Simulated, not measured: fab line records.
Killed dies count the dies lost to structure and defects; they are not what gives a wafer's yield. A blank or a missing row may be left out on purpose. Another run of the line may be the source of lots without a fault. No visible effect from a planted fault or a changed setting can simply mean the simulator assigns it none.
Matching of chambers + flow n5-finfet + pecvd-02 running N5_PASSIVATION_PECVD_01: 3 sister chambers
The step deposits SiNx from SiH4/NH3/N2, target thk 200 nm, time 43.2 s. 6 wafers are shown with their chamber, then 7 later ones without.

WAFERS WITH THEIR CHAMBER
| wafer  | chamber | throttle-valve-pct (%) | showerhead-plenum-p-Torr (Torr) |
|--------|---------|------------------------|---------------------------------|
| L076.5 | 1       | 29.4                   | 8.79                            |
| L079.2 | 1       | 28.8                   | 8.78                            |
| L079.3 | 0       | 29.8                   | 8.68                            |
| L079.6 | 2       | 26.2                   | 8.59                            |
| L080.2 | 0       | 29.8                   | 8.68                            |
| L080.3 | 2       | 26.3                   | 8.59                            |

WAFERS MISSING THEIR CHAMBER
| wafer  | throttle-valve-pct (%) | showerhead-plenum-p-Torr (Torr) |
|--------|------------------------|---------------------------------|
| L080.4 | 29.9                   | 8.69                            |
| L085.1 | 29.1                   | 8.80                            |
| L085.5 | 26.4                   | 8.59                            |
| L085.6 | 28.9                   | 8.76                            |
| L093.1 | 29.4                   | 8.76                            |
| L093.3 | 26.6                   | 8.60                            |
| L093.6 | 29.7                   | 8.68                            |

WHICH CHAMBER EACH WENT THROUGH
| wafer  | from the rows above | in truth |
|--------|---------------------|----------|
| L080.4 | 0                   | 0        |
| L085.1 | 1                   | 1        |
| L085.5 | 2                   | 2        |
| L085.6 | 1                   | 1        |
| L093.1 | 1                   | 1        |
| L093.3 | 2                   | 2        |
| L093.6 | 0                   | 0        |
Correctly placed: 7 of 7. Number that these rows cannot place: 0. Placed wrongly: 0.
How it was worked out, from the rows above alone: a wafer's distance from a chamber is the root of the sum, over the readings, of the square of ((its reading less the chamber's mean) divided by the reading's scatter). If the next closest chamber is less than 2 further off than the closest, the wafer can't be placed; otherwise it belongs to the closest. Each chamber's mean is taken over the wafers shown for it. The scatter is the square root of a quotient: the sum, over the shown wafers, of each reading's squared deviation from its chamber's mean, divided by wafers minus chambers.
